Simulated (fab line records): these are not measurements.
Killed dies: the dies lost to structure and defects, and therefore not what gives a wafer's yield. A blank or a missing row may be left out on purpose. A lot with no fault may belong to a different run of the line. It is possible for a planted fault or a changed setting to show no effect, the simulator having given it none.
Comparing a struck lot with a sound one / flow n5 finfet / 27 out of 1938 route steps
Sound: wafers L251.2, L251.4, L251.5. Struck: wafer L253.4 (left out: L253.1, L253.6 of the same lot, which were not struck); the cause appears at the end.
Each step with rows lists, per side, the tool, then ch with its chambers, then its first start. Under that, the readings that differ: sound wafers / struck wafers / difference of the means / sigmas: that difference in standard deviations of wafers without a fault.
alike: words and numbers the same on both sides, and readings whose means are apart by under 2 such deviations; not compared: readings that were withheld, readings missing a value for some wafer, numbers with overlapping values and no deviation given by the record, and bounds like >300 which may hide the same value.
Wherever a step has rows on one side only, a row that says differs or no value, or a row with sigmas, the two part there. Numbers that don't overlap but have no deviation are shown without sigmas and don't part them. A reading that every wafer of one side lacks parts them only if that side has two wafers or more.

first, 10 steps without rows for these wafers: N5_FIN_SAQP_PRECLEAN_42 (cleans in O3/DIW, time 60 s); N5_FIN_SAQP_PRECLEAN_00 (cleans in SC1, time 60 s); N5_FIN_SAQP_PRECLEAN_44 (cleans in SC2, time 45 s); N5_FIN_SAQP_SRD_01 (time 30 s); N5_FIN_SAQP_ALD_61 (deposits SiO2, target thk 4 nm, pulse time 1 s, purge time 2 s); N5_FIN_SAQP_DENSIFY_62 (time 60 s); N5_FIN_SAQP_HM_DEP_03 (deposits SiNx from SiH4/NH3/N2, target thk 38 nm, time 33.6 s); N5_FIN_SAQP_PECVD_47 (deposits a-Si from SiH4/He, target thk 45 nm, time 36.3 s); N5_FIN_SAQP_PECVD_48 (deposits SiNx from SiH4/NH3/N2, target thk 25 nm, time 22.1 s); N5_FIN_SAQP_PECVD_06 (deposits a-Si from SiH4/He, target thk 60 nm, time 48.1 s).
N5_FIN_SAQP_HM_DEP_72: deposits SiO2 from SiH4/N2O, target thk 12 nm, time 7.2 s.
  sound on pecvd-03 ch 1,2, day 4 23:08; struck on pecvd-04 ch 2, day 5 11:06
reading=model.SiO2_of_FIN_SAQP_HM_DEP_72.thk nm (nm); sound=11.9 12.1 12.26; struck=12.41; difference=+0.32; sigmas=
  alike: heater power w, showerhead plenum p Torr
then, 12 steps without rows for these wafers: N5_FIN_SAQP_COAT_49 (time 60 s, resist thk 100 nm); N5_FIN_SAQP_COAT_50 (time 60 s, resist thk 35 nm); N5_FIN_SAQP_COAT_10 (resist thk 90 nm); N5_FIN_SAQP_EBR_12; N5_FIN_SAQP_SOFTBAKE_11 (time 60 s); N5_FIN_SAQP_EXPOSE_13 (exposes mask FIN CORE, target cd 35.6 nm); N5_FIN_SAQP_PEB_14 (peb time 60 s); N5_FIN_SAQP_DEVELOP_15 (develop time 30 s); N5_FIN_SAQP_DESCUM_21 (chemistry O2, time 7.9 s); N5_FIN_SAQP_ETCH_51 (etches SiARC in CF4, target depth 45.5 nm, time 75.8 s); N5_FIN_SAQP_ETCH_52 (etches SOC in N2/H2, target depth 100 nm, overetch 20 nm, time 150 s); N5_FIN_SAQP_STRIP_53 (strips in N2/H2).
N5_FIN_SAQP_HM_OPEN_73: chemistry CHF3/O2, target SiO2, stops on a-Si, target depth 12 nm, time 16.8 s.
  sound on rie diel-03 ch 0,2,3, day 5 00:19; struck on rie diel-01 ch 0, day 5 11:43
reading=model.etch.depth nm (nm); sound=11.9 12.1 12.26; struck=12.41; difference=+0.32; sigmas=
  alike: drypump motor current A, oes product au, rf vpp V, showerhead plenum p Torr, throttle valve pct
  not compared: rf hours counter h
then, 1 step without rows for these wafers: N5_FIN_SAQP_STRIP_74 (strips in CHF3/O2).
-- the record jumps here: 7 days lie between the struck wafers' starts before and after (it left off in module FIN_SAQP and takes up again in module BEOL_M4, whose first step shown is number 1111 of the route) --
N5_BEOL_M4_RC_MEAS_101:
  sound on prober-02 ch 0, day 11 19:14; struck on prober-02 ch 0, day 12 10:39
  alike: DIBL_N, DIBL_P, IOFF_N, IOFF_P, ION_N, ION_P, SS_N, SS_P, VT_N, VT_P
-- a jump in the record: the struck wafers' starts before and after are 4 days apart (it breaks off in module BEOL_M4 and resumes in module PASSIVATION, where the first step shown is number 1936 of the route) --
N5_PASSIVATION_PROBE_49:
  struck on prober-01, day 16 22:27; sound on prober-02, day 16 00:41
reading=sort_bin_4_leakage (%); sound=0.08; struck=0; difference=+0; sigmas=-8
  alike: defect limited yield, killed_at_M0_to_M3, killed_at_M4_up, killed at contacts, killed at front end, killed at other, killed dies, killed on rim, killed open, killed short, sort_bin_5_function, sort_bin_6_memory, sort n pass, sort yield pct

WHERE THEY PART
Only at N5_PASSIVATION_PROBE_49, within this record.

WHY: the cause the simulator had injected
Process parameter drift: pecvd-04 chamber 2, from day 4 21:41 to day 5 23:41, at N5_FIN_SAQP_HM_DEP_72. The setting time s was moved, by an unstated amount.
